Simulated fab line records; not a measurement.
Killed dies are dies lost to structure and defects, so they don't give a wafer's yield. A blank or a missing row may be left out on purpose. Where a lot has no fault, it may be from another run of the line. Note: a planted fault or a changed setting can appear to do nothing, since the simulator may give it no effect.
Struck lot and sound lot, side by side + flow n5-finfet + 37 out of 1938 route steps
Sound: these wafers, L943.2, L943.3, L943.4. Struck: wafer L939.1 (L939.4, L939.5, from the same lot, were not struck and are left out); the cause is given at the end.
Each step with rows lists, per side, the tool, then ch with its chambers, then its first start. Under that, the readings that differ: sound wafers + struck wafers + difference of the means + sigmas: that difference in standard deviations of wafers without a fault.
alike: a reading whose means differ by less than 2 such deviations, as well as words and numbers matching on both sides. not compared: withheld readings; readings where some wafer has no value; bounds like >300 that might hide an equal value; numbers whose values overlap and for which the record gives no deviation.
The two part at a step that has a row with sigmas, a row that says differs or no value, or rows on one side only. When numbers do not overlap yet have no deviation, they are printed without sigmas and do not part them. A reading missing from all wafers of one side parts the sides only when that side holds two or more wafers.

first, 9 steps without rows for these wafers: N5_BEOL_M4_ANNEAL_95 (time 240 s); N5_BEOL_M4_SPUTTER_96 (material Cu, target thk 4.5 nm, time 8.29 s); N5_BEOL_M4_ECD_50 (material Cu, target thk 300 nm); N5_BEOL_M4_ANNEAL_51 (time 90 s); N5_BEOL_M4_CMP_52 (polishes, stops on SiOC, t overpolish 6.8 s, target thk 40 nm); N5_BEOL_M4_PRE_CLEAN_60 (time 15 s); N5_BEOL_M4_CO_CAP_55 (material Co, precursor CCTBA/H2, target thk 2 nm, time 102.1 s); N5_BEOL_M4_PRE_CLEAN_56 (time 15 s); N5_BEOL_M4_DEP_57 (deposits SiCN from 3MS/NH3, target thk 8 nm, time 14 s).
N5_BEOL_M4_RC_MEAS_101:
  sound on prober-02 ch 0, day 13 10:33; struck on prober-01 ch 0, day 12 11:23
| reading        | sound          | struck | difference | sigmas |
|----------------|----------------|--------|------------|--------|
| DIBL_P (mV/V)  | 33.8 32.4 35.5 | 40.8   | +6.9       | +3     |
| IOFF_N (nA/um) | 0.13 0.12 0.15 | 0.22   | +0.09      | +3     |
| VT_N (mV)      | 254 254 249    | 244    | -8         | -3     |
  alike: DIBL_N, IOFF_P, ION_N, ION_P, SS_N, SS_P, VT_P
then, 24 steps without rows for these wafers: N5_BEOL_M5_ILD_DEP_00 (deposits SiCOH lowk from DEMS/porogen, target thk 140.64 nm, time 25.9 s); N5_BEOL_M5_CURE_79 (cures SiCOH lowk, time 240 s); N5_BEOL_M5_PECVD_70 (deposits SiO2 from TEOS/O2, target thk 16 nm, time 18 s); N5_BEOL_M5_HM_DEP_02 (deposits TiN, target thk 20 nm); N5_BEOL_M5_COAT_59 (time 60 s, resist thk 60 nm); N5_BEOL_M5_COAT_60 (time 60 s, resist thk 12 nm); N5_BEOL_M5_COAT_71 (time 60 s, resist thk 5 nm); N5_BEOL_M5_COAT_05 (resist thk 30 nm); N5_BEOL_M5_EBR_07; N5_BEOL_M5_SOFTBAKE_06 (time 60 s); N5_BEOL_M5_EXPOSE_08 (exposes mask M5, target cd 28 nm); N5_BEOL_M5_PEB_09 (peb time 60 s); N5_BEOL_M5_DEVELOP_10 (develop time 30 s); N5_BEOL_M5_DESCUM_16 (chemistry O2, time 7 s); N5_BEOL_M5_ETCH_72 (etches underlayer in N2/H2, target depth 6.5 nm, time 5.2 s); N5_BEOL_M5_ETCH_61 (etches SiARC in CF4, target depth 15.6 nm, time 26 s); N5_BEOL_M5_ETCH_62 (etches SOC in N2/H2, target depth 75 nm, overetch 15 nm, time 112.5 s); N5_BEOL_M5_STRIP_63 (strips in N2/H2); N5_BEOL_M5_STRIP_73 (strips in N2/H2); N5_BEOL_M5_STRIP_64 (strips in CF4); N5_BEOL_M5_HM_OPEN_17 (chemistry Cl2/BCl3, target TiN, target depth 20 nm, overetch 6 nm); N5_BEOL_M5_STRIP_19 (strips in O2); N5_BEOL_M5_COAT_65 (time 60 s, resist thk 60 nm); N5_BEOL_M5_COAT_66 (time 60 s, resist thk 12 nm).
N5_BEOL_M6_ALD_77: deposits TaN, target thk 2 nm, pulse time 2 s, purge time 3 s.
  sound on ald-metal-03 ch 0,1,2, day 14 02:36; struck on ald-metal-04 ch 2, day 13 07:29
| reading                                 | sound    | struck | difference | sigmas |
|-----------------------------------------|----------|--------|------------|--------|
| ald-cycles                              | 40 40 40 | 23     | -17        |        |
| model.TaN_of_BEOL_M6_ALD_77.thk-nm (nm) | 2 2 2    | 1.2    | -0.8       |        |
  alike: heater-power-w
-- a jump in the record: the struck wafers' starts before and after are 3 days apart (it breaks off in module BEOL_M6 and resumes in module BEOL_M15, where the first step shown is number 1830 of the route) --
N5_BEOL_M15_RC_MEAS_101:
  sound on prober-02 ch 0, day 16 20:41; struck on prober-01 ch 0, day 16 01:00
| reading                | sound                   | struck  | difference | sigmas |
|------------------------|-------------------------|---------|------------|--------|
| COMB_M15 (S/m)         | 2.6e-12 2.8e-12 3.1e-12 | 1.6e-12 | -1.2e-12   | -2     |
| COMB_M6 (S/m)          | 2.3e-11 2e-11 3.2e-11   | 6.3e-11 | +3.8e-11   | +7     |
| COMB_M6_max_site (S/m) | 2.8e-11 2.7e-11 4.2e-11 | 8.8e-11 | +5.6e-11   | +6     |
  alike: COMB_M10, COMB_M11, COMB_M12, COMB_M13, COMB_M14, COMB_M5, COMB_M7, COMB_M8, COMB_M9, SERP_M10, SERP_M11, SERP_M12, SERP_M13, SERP_M14, SERP_M5, SERP_M6, SERP_M7, SERP_M8, SERP_M8_max_site, SERP_M9
N5_PASSIVATION_PROBE_49:
  sound: prober-01 at day 17 08:40; struck: prober-02 at day 16 20:14
| reading                | sound  | struck | difference | sigmas |
|------------------------|--------|--------|------------|--------|
| killed-at-other        | 10 7 4 | 0      | -7         | -2     |
| sort_bin_4_leakage (%) | 0 0 0  | 1.10   | +1.10      |        |
  alike: defect-limited-yield, killed_at_M0_to_M3, killed_at_M4_up, killed-at-contacts, killed-at-front-end, killed-dies, killed-open, killed-short, sort_bin_5_function, sort_bin_6_memory, sort-n-pass, sort-yield-pct

## WHERE THEY PART
Earliest at N5_BEOL_M4_RC_MEAS_101; latest, in this record, at N5_PASSIVATION_PROBE_49.

WHY: whatever the simulator had introduced
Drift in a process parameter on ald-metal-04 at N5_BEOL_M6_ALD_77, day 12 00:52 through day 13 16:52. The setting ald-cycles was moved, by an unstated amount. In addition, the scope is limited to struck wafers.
